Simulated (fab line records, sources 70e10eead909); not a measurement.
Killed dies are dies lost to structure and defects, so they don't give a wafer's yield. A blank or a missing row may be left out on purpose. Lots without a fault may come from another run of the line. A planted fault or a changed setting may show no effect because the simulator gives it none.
fab line records | flow nand_harc
record lots=23 wafers=69 last_day=33
route steps=1302 shown P_GATE@145 P_M0@267
lots that met no fault: from a run of the same line without faults
start_h: hours from the record's first day to the start of the lot's first wafer shown | wait_h: hours since the lot's step before | " the same as in the row above | L1.1+2: a row that stands for several wafers | - no value, or no start given | * or withheld: withheld | < > ~ a bound
route shown NAME@n: a module of which the file shows steps, and the number in the route of the first | usual: mean/standard deviation of fault-free wafers | same: alike in all rows | chamber/n: place in a boat | sites: the reading at each site | _std_site: their standard deviation | _edge_site: outer sites' mean less inner sites' | radius_mm: how far each site lies from the wafer's centre | mask NAME#n: copy n | behind: the tool/chamber that last shaped the wafer | hold: why the lot was held/for how many hours/how that ended | device: the transistor (n, p or np) that didn't switch | end of line: the same wafers' tests at the end of the route | a step without rows: its recipe alone | killed: dies lost to structure and defects at the first sort, not the wafer's yield | map: a wafer's dies, x killed, . not, _ none there
set.NAME: the setting as run; set.NAME@STEP: as run at that earlier step | model.NAME: the simulator's own value behind a step, which no gauge read
steps of the route over a sample of lots; a table a step, a row a wafer
services: from which hour (start_h, from the record's first day; less than 0 if before it) a tool's chamber was out of use, for how many hours, and why
## steps
# step NHARC_P_GATE_ETCH_104
# recipe target_depth_a=600 time_s=withheld cf4_flow_sccm=100 chf3_flow_sccm=30 ar_flow_sccm=0 rf_w=500 bias_w=200 chemistry=CF4/CHF3
# usual drypump_motor_current_A=5.5/0.32 oes_product_au=0.948/0.023 rf_vpp_V=371.4/2.3 showerhead_plenum_p_Torr=1.60/0.064 throttle_valve_pct=16.803/0.0092
# columns lot.wafer tool chamber start_h wait_h drypump_motor_current_A oes_product_au rf_vpp_V showerhead_plenum_p_Torr throttle_valve_pct
L074.2 rie_diel-05 1 99.54 0.1 4.9 0.959 373.3 1.67 16.802
L074.3 " 2 " " 5.5 0.975 369.6 1.56 16.790
L074.5 " 0 " " 5.8 0.962 374.7 1.65 16.804
L075.1 rie_diel-05 2 107.81 0.1 5.5 0.963 371.7 1.56 16.802
L075.4 " 0 " " 5.8 0.964 374.8 1.66 16.803
L075.6 " 3 " " 5.3 0.977 366.6 1.48 16.792
L076.4 rie_diel-05 3 119.92 0.1 5.3 0.953 367.5 1.48 16.799
L076.2 " 0 " " 5.8 0.948 374.2 1.65 16.802
L076.5 " 0 " " 5.8 0.951 372.8 1.65 16.810
L077.1 rie_diel-09 3 124.02 0.1 6.1 0.923 371.4 1.61 16.799
L077.2 " 1 " " 5.4 0.919 371.1 1.59 16.811
L077.5 " 2 " " 5.3 0.931 373.6 1.65 16.818
L079.3 rie_diel-03 1 154.56 0.1 5.4 0.997 368.4 1.51 16.808
L079.4 " 0 " " 5.9 0.957 370.0 1.59 16.815
L079.5 " 1 " " 5.4 1.005 368.1 1.51 16.800
L080.2 rie_diel-05 2 163.96 0.1 5.4 0.932 369.1 1.56 16.809
L080.3 " 1 " " 5.0 0.924 374.1 1.67 16.788
L080.5 " 3 " " 5.3 0.930 366.2 1.48 16.815
L081.4 rie_diel-05 0 173.50 0.1 5.8 0.972 373.7 1.65 16.793
L081.2 " 1 " " 4.9 0.952 373.2 1.67 16.804
L081.5 " 1 " " 4.9 0.958 374.0 1.67 16.814
L082.2 rie_diel-05 1 182.13 0.1 5.0 0.952 373.3 1.67 16.795
L082.6 " 1 " " 4.9 0.968 374.6 1.67 16.781
L082.5 " 2 " " 5.4 0.954 370.3 1.56 16.821
L083.4 rie_diel-05 2 192.46 0.1 5.4 0.989 371.3 1.56 16.805
L083.1 " 3 " " 5.3 0.985 366.1 1.48 16.821
L083.6 " 0 " " 5.8 0.949 373.7 1.65 16.809
L084.1 rie_diel-03 1 201.46 0.1 5.4 0.939 367.9 1.51 16.817
L084.3 " 3 " " 5.2 0.927 369.1 1.58 16.813
L084.6 " 1 " " 5.4 0.951 369.3 1.51 16.786
L085.4 rie_diel-03 3 202.06 0.1 5.1 0.936 370.5 1.57 16.797
L085.3 " 1 " " 5.4 0.940 370.4 1.51 16.815
L085.5 " 2 " " 5.8 0.927 371.8 1.66 16.816
L086.4 rie_diel-03 1 226.04 0.1 5.4 0.928 369.9 1.51 16.815
L086.3 " 0 " " 6.0 0.912 370.2 1.59 16.797
L086.6 " 2 " " 5.8 0.917 372.1 1.66 16.797
L087.2 rie_diel-09 0 229.34 0.1 5.6 0.936 372.2 1.65 16.794
L087.1 " 3 " " 6.1 0.938 372.2 1.61 16.816
L087.6 " 1 " " 5.4 0.936 371.3 1.58 16.811
L088.1 rie_diel-03 1 241.43 0.1 5.4 0.979 370.1 1.51 16.807
L088.4 " 3 " " 5.1 0.960 370.2 1.57 16.799
L088.5 " 1 " " 5.4 0.983 369.5 1.51 16.793
L089.1 rie_diel-09 2 241.80 0.1 5.3 0.965 374.9 1.64 16.798
L089.2 " 0 " " 5.6 0.980 373.5 1.65 16.795
L089.5 " 3 " " 6.1 0.958 371.4 1.61 16.795
L090.1 rie_diel-05 0 259.78 0.1 5.8 0.953 372.2 1.65 16.799
L090.4 " 2 " " 5.4 0.966 369.1 1.56 16.797
L090.3 " 3 " " 5.3 0.958 367.5 1.48 16.796
L091.2 rie_diel-03 2 268.81 0.1 5.8 0.920 373.5 1.66 16.798
L091.6 " 3 " " 5.1 0.929 372.2 1.57 16.802
L091.5 " 0 " " 6.0 0.921 372.0 1.59 16.819
L092.1 rie_diel-05 3 277.45 0.1 5.4 0.955 367.2 1.48 16.811
L092.2 " 0 " " 5.8 0.960 372.9 1.65 16.797
L092.3 " 1 " " 5.0 0.975 373.2 1.67 16.812
L093.3 rie_diel-09 2 285.21 0.1 5.3 0.942 372.5 1.65 16.808
L093.2 " 0 " " 5.6 0.991 372.9 1.65 16.791
L093.5 " 3 " " 6.1 0.962 371.3 1.61 16.804
L094.1 rie_diel-09 1 299.15 0.1 5.4 0.923 371.2 1.58 16.807
L094.4 " 2 " " 5.3 0.930 373.0 1.64 16.791
L094.5 " 0 " " 5.6 0.942 371.5 1.65 16.821
L095.4 rie_diel-05 1 315.67 0.1 5.0 0.932 373.9 1.67 16.807
L095.1 " 2 " " 5.5 0.932 371.0 1.56 16.798
L095.5 " 0 " " 5.8 0.913 374.0 1.65 16.807
L096.1 rie_diel-09 3 316.31 0.1 6.2 0.927 371.9 1.61 16.808
L096.5 " 1 " " 5.4 0.909 371.2 1.58 16.798
L096.6 " 2 " " 5.3 0.915 370.6 1.64 16.805
L097.3 rie_diel-03 1 330.70 0.1 5.4 0.960 367.9 1.51 16.784
L097.1 " 2 " " 5.8 0.979 373.0 1.66 16.809
L097.4 " 3 " " 5.1 0.984 369.6 1.57 16.805
# step NHARC_P_GATE_STRIP_112
# recipe power_w=1500 temp_c=110 time_s=200 chemistry=N2/H2
# usual drypump_motor_current_A=5.8/0.47 heater_power_w=79/3.7 temp_c=110.05/0.14
# columns lot.wafer tool chamber start_h wait_h drypump_motor_current_A heater_power_w rf_hours_counter_h temp_c
L074.2 plasma_asher-01 0 113.39 0.2 5.9 76 24 110.08
L074.3 " 1 " " 6.5 81 - 110.20
L074.5 " 0 " " 5.8 74 - 109.91
L075.1 plasma_asher-02 0 121.85 0.2 5.5 82 7 109.79
L075.4 " 0 " " 5.6 82 - 110.01
L075.6 " 1 " " 5.2 81 - 110.34
L076.2 plasma_asher-01 0 133.85 0.2 5.8 77 28 109.95
L076.4 " 0 " " 5.8 74 - 110.12
L076.5 " 0 " " 5.8 73 - 110.19
L077.1 plasma_asher-02 1 137.86 0.2 5.2 79 10 109.97
L077.2 " 0 " " 5.5 84 10 110.13
L077.5 " 1 " " 5.2 80 - 109.92
L079.4 plasma_asher-02 0 168.49 0.2 5.6 85 - 109.90
L079.3 " 1 " " 5.2 78 - 110.11
L079.5 " 0 " " 5.5 85 - 110.28
L080.2 plasma_asher-01 0 177.98 0.2 5.8 73 1 110.25
L080.3 " 0 " " 5.8 75 - 109.97
L080.5 " 0 " " 5.8 75 - 109.92
L081.2 plasma_asher-01 1 189.47 0.2 6.5 81 2 109.95
L081.4 " 0 " " 5.9 71 - 110.07
L081.5 " 0 " " 5.9 73 - 110.13
L082.2 plasma_asher-02 0 195.89 0.2 5.5 85 24 110.07
L082.5 " 0 " " 5.5 85 - 109.81
L082.6 " 1 " " 5.2 79 - 109.97
L083.1 plasma_asher-01 0 206.44 0.2 5.8 74 5 110.30
L083.4 " 1 " " 6.5 78 - 110.04
L083.6 " 1 " " 6.5 76 - 110.02
L084.1 plasma_asher-01 1 215.38 0.2 6.5 80 8 110.00
L084.3 " 1 " " 6.5 77 - 110.04
L084.6 " 1 " " 6.5 79 - 109.93
L085.4 plasma_asher-02 1 216.15 0.2 5.2 80 - 109.85
L085.3 " 0 " " 5.5 81 - 110.31
L085.5 " 1 " " 5.2 82 - 110.09
L086.3 plasma_asher-01 0 240.08 0.2 5.9 76 - 110.40
L086.4 " 1 " " 6.5 79 - 110.05
L086.6 " 0 " " 5.9 73 - 110.26
L087.2 plasma_asher-02 0 243.36 0.2 5.5 82 35 110.27
L087.1 " 1 " " 5.2 81 35 110.03
L087.6 " 1 " " 5.2 79 - 110.08
L088.1 plasma_asher-01 1 255.29 0.2 6.5 78 16 110.02
L088.4 " 1 " " 6.5 76 - 109.93
L088.5 " 1 " " 6.5 78 - 109.93
L089.2 plasma_asher-01 1 256.02 0.2 6.5 79 16 110.12
L089.1 " 0 " " 5.8 76 16 110.01
L089.5 " 0 " " 5.8 74 - 110.21
L090.1 plasma_asher-01 0 273.73 0.2 5.9 72 21 110.11
L090.4 " 1 " " 6.5 80 - 110.05
L090.3 " 0 " " 5.8 75 - 109.95
L091.2 plasma_asher-01 1 282.58 0.2 6.5 77 22 110.00
L091.6 " 1 " " 6.5 78 - 110.32
L091.5 " 0 " " 5.8 74 - 109.92
L092.1 plasma_asher-01 1 297.93 0.2 6.5 78 24 110.18
L092.2 " 0 " " 5.9 74 24 109.91
L092.3 " 0 " " 5.8 73 - 109.98
L093.2 plasma_asher-02 0 299.28 0.2 5.5 84 7 110.15
L093.3 " 1 " " 5.2 80 - 110.27
L093.5 " 1 " " 5.2 82 - 110.15
L094.1 plasma_asher-02 0 313.13 0.2 5.5 81 9 109.86
L094.4 " 1 " " 5.2 80 - 110.23
L094.5 " 0 " " 5.5 83 - 110.00
L095.1 plasma_asher-02 1 329.80 0.2 5.2 81 13 110.24
L095.4 " 1 " " 5.2 81 - 110.03
L095.5 " 1 " " 5.2 80 - 109.97
L096.1 plasma_asher-01 1 330.30 0.2 6.4 79 32 110.03
L096.6 " 1 " " 6.5 79 - 110.17
L096.5 " 0 " " 5.8 75 - 109.99
L097.1 plasma_asher-02 1 346.71 0.2 5.2 81 18 109.97
L097.4 " 1 " " 5.2 81 - 109.66
L097.3 " 0 " " 5.5 83 - 110.08
# step NHARC_P_GATE_STRIP_95
# recipe power_w=1500 temp_c=250 chemistry=O2
# usual drypump_motor_current_A=5.7/0.45 heater_power_w=299/14 temp_c=250.02/0.17
# columns lot.wafer tool chamber start_h wait_h drypump_motor_current_A heater_power_w rf_hours_counter_h temp_c
L074.2 plasma_asher-02 0 115.84 0.6 5.6 320 6 249.78
L074.3 " 0 " " 5.5 319 - 250.06
L074.5 " 1 " " 5.2 294 - 250.22
L075.1 plasma_asher-02 0 124.25 0.6 5.5 316 8 250.39
L075.4 " 0 " " 5.5 317 - 249.85
L075.6 " 0 " " 5.5 319 - 250.08
L076.2 plasma_asher-01 0 136.29 0.6 5.9 284 29 250.01
L076.4 " 0 " " 5.9 276 - 250.30
L076.5 " 1 " " 6.5 302 - 249.96
L077.1 plasma_asher-02 1 140.28 0.6 5.2 304 11 249.95
L077.2 " 0 " " 5.5 313 11 250.28
L077.5 " 1 " " 5.2 298 - 250.03
L079.4 plasma_asher-02 0 170.84 0.4 5.5 312 - 249.89
L079.3 " 1 " " 5.2 295 - 250.17
L079.5 " 1 " " 5.2 299 - 249.93
L080.2 plasma_asher-02 0 180.41 0.5 5.5 317 22 249.89
L080.3 " 0 " " 5.5 318 - 249.93
L080.5 " 1 " " 5.2 304 - 250.04
L081.2 plasma_asher-02 1 191.85 0.6 5.2 302 23 250.26
L081.4 " 1 " " 5.2 304 - 249.95
L081.5 " 1 " " 5.2 296 - 249.78
L082.2 plasma_asher-02 1 198.32 0.6 5.2 297 25 250.13
L082.5 " 1 " " 5.2 305 - 249.99
L082.6 " 0 " " 5.5 310 - 249.93
L083.1 plasma_asher-02 1 208.82 0.6 5.2 305 28 249.98
L083.4 " 1 " " 5.2 297 - 250.11
L083.6 " 0 " " 5.5 315 - 250.42
L084.1 plasma_asher-02 0 217.64 0.5 5.5 313 31 249.84
L084.3 " 1 " " 5.2 305 - 249.88
L084.6 " 0 " " 5.5 314 - 249.90
L085.3 plasma_asher-01 1 218.52 0.4 6.5 298 - 250.07
L085.4 " 0 " " 5.8 272 - 250.11
L085.5 " 1 " " 6.5 289 - 250.05
L086.4 plasma_asher-01 0 242.47 0.4 5.8 277 - 250.27
L086.3 " 1 " " 6.4 296 - 250.13
L086.6 " 1 " " 6.4 297 - 250.03
L087.1 plasma_asher-02 1 245.79 0.6 5.2 299 36 249.98
L087.2 " 0 " " 5.6 316 36 250.08
L087.6 " 1 " " 5.2 294 - 250.02
L088.1 plasma_asher-01 0 257.68 0.6 5.8 274 18 249.94
L088.4 " 1 " " 6.5 291 - 249.88
L088.5 " 0 " " 5.8 278 - 250.11
L089.1 plasma_asher-01 0 258.46 0.6 5.9 268 19 250.05
L089.2 " 1 " " 6.4 299 19 250.03
L089.5 " 1 " " 6.4 294 - 250.09
L090.1 plasma_asher-02 1 276.10 0.6 5.2 299 4 249.81
L090.3 " 1 " " 5.2 302 - 249.97
L090.4 " 0 " " 5.5 308 - 250.30
L091.2 plasma_asher-01 1 285.02 0.5 6.5 284 23 250.04
L091.5 " 0 " " 5.9 277 - 249.79
L091.6 " 1 " " 6.5 293 - 249.85
L092.1 plasma_asher-01 1 300.22 0.6 6.5 290 26 250.13
L092.2 " 0 " " 5.8 284 26 249.90
L092.3 " 1 " " 6.5 288 - 250.19
L093.2 plasma_asher-02 1 301.56 0.5 5.2 297 8 250.31
L093.3 " 0 " " 5.5 308 - 249.85
L093.5 " 1 " " 5.2 297 - 250.13
L094.1 plasma_asher-01 1 315.39 0.6 6.5 293 29 250.08
L094.4 " 0 " " 5.8 269 - 250.12
L094.5 " 0 " " 5.8 272 - 250.36
L095.1 plasma_asher-02 0 332.24 0.5 5.5 309 14 249.97
L095.4 " 1 " " 5.2 305 - 249.96
L095.5 " 1 " " 5.2 304 - 250.28
L096.1 plasma_asher-01 1 332.74 0.5 6.5 298 33 250.05
L096.6 " 0 " " 5.8 274 - 249.83
L096.5 " 1 " " 6.5 291 - 250.26
L097.1 plasma_asher-02 1 349.30 0.5 5.2 305 19 250.19
L097.3 " 0 " " 5.5 312 - 249.68
L097.4 " 1 " " 5.2 302 - 250.22
# step NHARC_P_M0_ETCH_34
# recipe target_depth_a=400 overetch_a=120 time_s=43.94 ion_energy_ev=200 n2_flow_sccm=150 h2_flow_sccm=150 ar_flow_sccm=0 rf_w=400 bias_w=150 chemistry=N2/H2
# usual drypump_motor_current_A=5.6/0.4 oes_product_au=1.001/0.0098 rf_vpp_V=431.5/2.5 showerhead_plenum_p_Torr=2.07/0.089 throttle_valve_pct=14.172/0.0077
# columns lot.wafer tool chamber start_h wait_h drypump_motor_current_A oes_product_au rf_hours_counter_h rf_vpp_V showerhead_plenum_p_Torr throttle_valve_pct
L074.2 rie_diel-04 2 123.92 0.1 5.2 1.009 20 432.9 2.14 14.190
L074.3 " 1 " " 5.4 1.009 20 432.0 2.06 14.169
L074.5 " 2 " " 5.2 1.015 - 432.7 2.14 14.165
L075.4 rie_diel-11 2 132.19 0.1 5.5 1.018 16 426.3 1.88 14.177
L075.1 " 3 " " 5.9 1.017 19 429.6 2.01 14.173
L075.6 " 1 " " 6.1 1.011 - 426.5 1.91 14.183
L076.4 rie_diel-06 2 147.14 2.9 5.0 0.988 6 432.3 2.06 14.170
L076.2 " 0 " " 6.1 0.993 3 433.6 2.09 14.168
L076.5 " 2 " " 5.1 0.991 - 430.6 2.06 14.179
L077.2 rie_diel-06 1 148.24 0.1 6.2 1.001 6 431.4 2.04 14.167
L077.1 " 2 " " 5.0 0.990 6 432.0 2.06 14.162
L077.5 " 2 " " 5.0 0.982 - 431.8 2.06 14.171
L079.4 rie_diel-11 3 178.60 0.1 5.9 1.011 41 431.1 2.01 14.177
L079.3 " 1 " " 6.1 1.004 24 428.5 1.91 14.170
L079.5 " 3 " " 5.9 1.008 - 429.3 2.01 14.167
L080.2 rie_diel-11 0 188.17 0.1 6.2 0.997 47 434.8 2.20 14.181
L080.3 " 2 " " 5.5 1.004 39 425.7 1.87 14.171
L080.5 " 1 " " 6.1 0.993 - 427.5 1.90 14.171
L081.4 rie_diel-04 2 199.46 0.1 5.2 1.006 3 432.9 2.14 14.166
L081.2 " 0 " " 5.4 1.003 2 435.7 2.15 14.183
L081.5 " 2 " " 5.2 0.995 - 432.9 2.14 14.182
L082.2 rie_diel-04 0 206.08 0.1 5.4 0.989 3 434.2 2.15 14.179
L082.6 " 0 " " 5.4 0.986 - 432.5 2.15 14.171
L082.5 " 1 " " 5.4 1.009 - 430.5 2.05 14.174
L083.4 rie_diel-06 2 216.56 0.1 5.1 0.986 27 429.9 2.06 14.164
L083.1 " 3 " " 6.0 0.994 22 430.8 2.04 14.174
L083.6 " 1 " " 6.2 1.000 - 431.9 2.03 14.177
L084.1 rie_diel-11 1 225.35 0.1 6.2 1.006 39 426.5 1.90 14.172
L084.3 " 0 " " 6.2 0.997 57 435.1 2.20 14.159
L084.6 " 2 " " 5.5 1.016 - 425.6 1.87 14.171
L085.4 rie_diel-04 3 226.14 0.1 5.3 1.010 6 433.3 2.10 14.191
L085.3 " 1 " " 5.4 1.023 7 431.3 2.05 14.180
L085.5 " 2 " " 5.2 1.008 - 433.8 2.14 14.174
L086.4 rie_diel-04 2 250.43 0.1 5.2 1.001 10 433.4 2.14 14.174
L086.3 " 3 " " 5.3 1.007 8 431.9 2.10 14.176
L086.6 " 0 " " 5.5 0.999 - 434.5 2.14 14.168
L087.1 rie_diel-06 0 253.67 0.1 6.1 0.993 31 431.7 2.08 14.176
L087.2 " 1 " " 6.2 1.012 38 428.9 2.02 14.173
L087.6 " 0 " " 6.1 0.989 - 431.1 2.08 14.171
L088.1 rie_diel-11 1 265.61 0.1 6.1 0.995 0 426.8 1.90 14.172
L088.4 " 3 " " 5.9 0.999 0 429.9 2.00 14.163
L088.5 " 1 " " 6.1 0.991 - 426.1 1.90 14.174
L089.2 rie_diel-04 0 266.27 0.2 5.4 1.007 11 433.1 2.14 14.167
L089.1 " 2 " " 5.2 0.998 11 433.8 2.14 14.169
L089.5 " 0 " " 5.4 1.005 - 433.5 2.14 14.167
L090.1 rie_diel-04 1 284.25 0.1 5.4 1.011 18 431.2 2.05 14.183
L090.3 " 3 " " 5.3 0.996 15 432.8 2.09 14.165
L090.4 " 0 " " 5.4 1.000 - 432.7 2.14 14.162
L091.2 rie_diel-04 1 292.90 0.1 5.4 1.009 21 432.1 2.05 14.172
L091.6 " 2 " " 5.2 0.992 - 432.8 2.13 14.171
L091.5 " 3 " " 5.3 0.989 - 432.4 2.09 14.182
L092.1 rie_diel-04 1 308.03 0.1 5.4 1.010 25 430.9 2.05 14.163
L092.3 " 2 " " 5.2 0.986 19 432.0 2.13 14.179
L092.2 " 3 " " 5.3 0.996 21 431.8 2.09 14.177
L093.3 rie_diel-11 2 309.35 0.1 5.5 0.993 16 434.8 2.21 14.166
L093.2 " 0 " " 6.2 0.982 18 435.0 2.19 14.162
L093.5 " 2 " " 5.5 0.992 - 433.3 2.21 14.161
L094.4 rie_diel-04 1 323.16 0.1 5.4 0.998 27 431.1 2.05 14.174
L094.1 " 0 " " 5.4 0.993 25 434.2 2.14 14.181
L094.5 " 2 " " 5.2 0.987 - 433.0 2.13 14.161
L095.1 rie_diel-06 3 340.17 0.1 6.0 1.004 11 430.4 2.03 14.171
L095.4 " 0 " " 6.1 0.988 13 430.0 2.07 14.159
L095.5 " 3 " " 6.0 0.988 - 430.5 2.03 14.170
L096.1 rie_diel-04 3 342.76 0.1 5.3 0.999 27 432.5 2.09 14.170
L096.5 " 1 " " 5.4 1.019 - 430.7 2.04 14.177
L096.6 " 2 " " 5.2 1.004 - 433.6 2.13 14.175
L097.1 rie_diel-11 0 357.11 0.2 6.2 0.985 34 435.0 2.18 14.173
L097.3 " 2 " " 5.5 1.007 33 434.2 2.21 14.175
L097.4 " 1 " " 6.1 0.992 - 426.6 1.89 14.172
# step NHARC_P_M0_CD_MEAS_16
# usual cd_nm=90.1/0.68
# columns lot.wafer tool chamber start_h wait_h cd_nm
L074.2 cd_sem-02 - 124.14 - 90.9
L074.3 " - " " 89.2
L074.5 " - " " 90.4
L075.1 cd_sem-02 - 132.44 - 90.0
L075.4 " - " " 90.3
L075.6 " - " " 91.0
L076.2 cd_sem-01 - 147.36 - 89.3
L076.4 " - " " 89.3
L076.5 " - " " 90.4
L077.1 cd_sem-02 - 148.45 - 89.8
L077.2 " - " " 89.2
L077.5 " - " " 89.3
L079.3 cd_sem-02 - 178.82 - 90.3
L079.4 " - " " 90.1
L079.5 " - " " 91.2
L080.2 cd_sem-02 - 188.38 - 90.2
L080.3 " - " " 88.8
L080.5 " - " " 90.2
L081.2 cd_sem-01 - 199.67 - 90.1
L081.4 " - " " 89.5
L081.5 " - " " 89.8
L082.2 cd_sem-03 - 206.29 - 89.8
L082.5 " - " " 89.6
L082.6 " - " " 88.9
L083.1 cd_sem-02 - 216.77 - 90.4
L083.4 " - " " 90.1
L083.6 " - " " 89.8
L084.1 cd_sem-03 - 225.56 - 91.1
L084.3 " - " " 89.9
L084.6 " - " " 90.7
L085.3 cd_sem-02 - 226.35 - 90.3
L085.4 " - " " 91.0
L085.5 " - " " 90.1
L086.3 cd_sem-02 - 250.64 - 89.5
L086.4 " - " " 91.7
L086.6 " - " " 90.1
L087.1 cd_sem-01 - 253.87 - 89.8
L087.2 " - " " 89.6
L087.6 " - " " 91.2
L088.1 cd_sem-03 - 265.81 - 91.2
L088.4 " - " " 91.7
L088.5 " - " " 90.4
L089.1 cd_sem-02 - 266.48 - 90.6
L089.2 " - " " 90.5
L089.5 " - " " 91.8
L090.1 cd_sem-02 - 284.48 - 89.1
L090.3 " - " " 89.6
L090.4 " - " " 89.8
L091.2 cd_sem-02 - 293.10 - 91.3
L091.5 " - " " 89.6
L091.6 " - " " 89.5
L092.1 cd_sem-01 - 308.25 - 89.6
L092.2 " - " " 89.8
L092.3 " - " " 89.6
L093.2 cd_sem-03 - 309.66 - 90.1
L093.3 " - " " 90.1
L093.5 " - " " 90.3
L094.1 cd_sem-01 - 323.37 - 90.9
L094.4 " - " " 91.3
L094.5 " - " " 90.7
L095.1 cd_sem-01 - 340.38 - 89.2
L095.4 " - " " 90.5
L095.5 " - " " 89.8
L096.1 cd_sem-03 - 342.96 - 89.8
L096.5 " - " " 89.6
L096.6 " - " " 90.6
L097.1 cd_sem-03 - 357.67 - 91.4
L097.3 " - " " 89.9
L097.4 " - " " 89.5
# step NHARC_P_M0_STRIP_18
# recipe power_w=1000 n2_flow_sccm=150 h2_flow_sccm=150 ar_flow_sccm=0 bias_w=0 chemistry=N2/H2
# usual drypump_motor_current_A=5.8/0.43 oes_product_au=1.001/0.01 rf_vpp_V=90.9/1 showerhead_plenum_p_Torr=2.07/0.098 throttle_valve_pct=14.172/0.01
# columns lot.wafer tool chamber start_h wait_h drypump_motor_current_A oes_product_au rf_hours_counter_h rf_vpp_V showerhead_plenum_p_Torr throttle_valve_pct
L074.3 rie_diel-06 2 124.21 0.1 5.0 0.987 47 89.4 2.07 14.182
L074.2 " 0 " " 6.1 1.007 48 90.5 2.09 14.168
L074.5 " 3 " " 6.0 1.007 - 91.9 2.05 14.171
L075.4 rie_diel-04 2 132.51 0.1 5.2 1.013 21 91.1 2.14 14.171
L075.1 " 0 " " 5.5 1.015 21 92.5 2.15 14.177
L075.6 " 3 " " 5.3 1.011 - 90.2 2.10 14.171
L076.2 rie_diel-11 2 147.43 0.1 5.5 1.016 24 88.6 1.88 14.177
L076.4 " 3 " " 5.9 1.004 31 91.0 2.01 14.171
L076.5 " 2 " " 5.5 1.009 - 89.6 1.88 14.180
L077.2 rie_diel-06 3 148.58 0.1 6.0 1.000 4 92.2 2.05 14.177
L077.1 " 0 " " 6.1 0.988 4 90.6 2.09 14.168
L077.5 " 1 " " 6.2 1.005 - 90.3 2.04 14.178
L079.3 rie_diel-06 1 178.94 0.1 6.2 1.003 13 90.8 2.03 14.166
L079.4 " 2 " " 5.1 0.981 13 90.9 2.06 14.164
L079.5 " 0 " " 6.1 0.993 - 90.0 2.09 14.165
L080.2 rie_diel-11 1 188.45 0.1 6.1 0.999 27 89.0 1.90 14.168
L080.3 " 2 " " 5.5 1.017 39 89.9 1.87 14.150
L080.5 " 1 " " 6.1 1.004 - 90.0 1.90 14.176
L081.4 rie_diel-06 1 199.74 0.1 6.2 0.994 18 92.0 2.03 14.159
L081.2 " 3 " " 6.0 1.002 15 90.0 2.05 14.162
L081.5 " 1 " " 6.2 0.993 - 91.2 2.03 14.183
L082.2 rie_diel-06 1 206.37 0.1 6.2 1.016 21 90.5 2.03 14.164
L082.5 " 1 " " 6.2 1.005 - 90.7 2.03 14.167
L082.6 " 2 " " 5.0 0.988 - 90.0 2.06 14.180
L083.4 rie_diel-06 2 216.84 0.1 5.1 0.986 27 91.6 2.06 14.160
L083.1 " 0 " " 6.0 0.999 22 90.3 2.09 14.175
L083.6 " 3 " " 6.0 1.014 - 91.2 2.05 14.191
L084.1 rie_diel-04 0 225.69 0.1 5.4 1.014 7 91.4 2.14 14.178
L084.3 " 1 " " 5.4 1.019 7 91.2 2.05 14.179
L084.6 " 2 " " 5.2 0.997 - 92.2 2.14 14.165
L085.4 rie_diel-04 3 226.43 0.1 5.3 1.012 6 90.1 2.10 14.183
L085.3 " 0 " " 5.4 1.005 7 91.9 2.15 14.164
L085.5 " 3 " " 5.3 1.017 - 91.7 2.10 14.156
L086.4 rie_diel-11 0 250.71 0.1 6.2 1.007 69 91.9 2.19 14.181
L086.3 " 1 " " 6.1 0.999 49 90.9 1.90 14.180
L086.6 " 0 " " 6.2 1.003 - 91.9 2.19 14.186
L087.2 rie_diel-11 1 253.97 0.1 6.1 0.998 50 89.8 1.90 14.166
L087.1 " 2 " " 5.5 1.005 56 92.0 2.22 14.180
L087.6 " 1 " " 6.1 1.005 - 89.2 1.90 14.175
L088.1 rie_diel-11 3 265.89 0.1 5.9 0.995 0 90.5 2.00 14.168
L088.4 " 0 " " 6.2 0.994 0 91.0 2.19 14.181
L088.5 " 0 " " 6.2 0.983 - 92.1 2.19 14.174
L089.2 rie_diel-11 2 266.58 0.1 5.5 1.006 0 90.5 2.22 14.197
L089.1 " 0 " " 6.2 0.983 0 91.4 2.19 14.166
L089.5 " 2 " " 5.5 1.001 - 92.0 2.22 14.175
L090.3 rie_diel-06 3 284.56 0.1 6.0 1.003 42 90.4 2.04 14.166
L090.1 " 0 " " 6.1 0.989 36 91.2 2.08 14.165
L090.4 " 2 " " 5.0 0.989 49 90.7 2.05 14.178
L091.2 rie_diel-06 3 293.22 0.1 6.0 0.998 43 89.4 2.04 14.179
L091.6 " 1 " " 6.2 1.012 - 90.2 2.02 14.151
L091.5 " 2 " " 5.1 0.988 - 90.8 2.05 14.159
L092.1 rie_diel-11 2 308.34 0.1 5.5 0.994 16 92.9 2.21 14.185
L092.2 " 0 " " 6.2 0.987 18 91.7 2.19 14.167
L092.3 " 1 " " 6.1 1.003 16 90.0 1.89 14.169
L093.3 rie_diel-04 3 309.73 0.1 5.3 0.996 22 91.8 2.09 14.175
L093.2 " 0 " " 5.4 0.993 24 92.7 2.14 14.180
L093.5 " 3 " " 5.3 1.001 - 90.9 2.09 14.177
L094.1 rie_diel-11 1 323.51 0.1 6.1 1.003 20 89.8 1.89 14.180
L094.4 " 2 " " 5.4 0.997 - 90.0 2.21 14.176
L094.5 " 0 " " 6.3 0.983 - 90.7 2.18 14.169
L095.4 rie_diel-04 1 340.51 0.1 5.4 1.013 31 92.4 2.04 14.204
L095.1 " 2 " " 5.2 0.995 26 90.5 2.13 14.188
L095.5 " 3 " " 5.3 1.000 - 90.2 2.09 14.166
L096.1 rie_diel-11 1 343.11 0.1 6.1 1.000 29 89.0 1.89 14.164
L096.6 " 2 " " 5.5 1.014 - 93.0 2.21 14.161
L096.5 " 0 " " 6.2 0.990 - 90.6 2.18 14.177
L097.3 rie_diel-11 2 358.00 0.3 5.5 1.004 33 92.3 2.20 14.171
L097.1 " 0 " " 6.2 0.978 34 92.0 2.18 14.168
L097.4 " 2 " " 5.4 1.016 - 92.7 2.20 14.169
## services
# columns tool chamber start_h hours kind
rie_diel-11 - 78.99 9.0 pm
rie_diel-04 1 88.69 9.4 repair
rie_diel-06 0 117.06 5.7 repair
rie_diel-04 0 127.24 2.9 repair
rie_diel-06 - 130.22 9.0 pm
plasma_asher-01 - 157.00 0.9 repair
plasma_asher-01 - 165.00 9.0 pm
rie_diel-11 3 168.35 7.3 repair
rie_diel-04 - 177.90 9.0 pm
rie_diel-04 3 188.65 5.1 repair
rie_diel-05 - 215.27 0.9 repair
rie_diel-05 - 229.60 9.0 pm
plasma_asher-02 - 249.20 9.0 pm
rie_diel-11 - 255.99 9.0 pm
rie_diel-06 0 257.11 14.3 repair
rie_diel-11 3 268.47 113.1 repair
rie_diel-04 2 279.86 10.0 repair
plasma_asher-01 - 289.37 2.6 repair
rie_diel-04 2 303.18 4.8 repair
rie_diel-06 - 307.33 9.0 pm
rie_diel-04 1 330.91 5.1 repair
rie_diel-11 0 336.03 2.9 repair
plasma_asher-01 - 342.00 9.0 pm
rie_diel-04 - 354.90 9.0 pm
## key
fault none
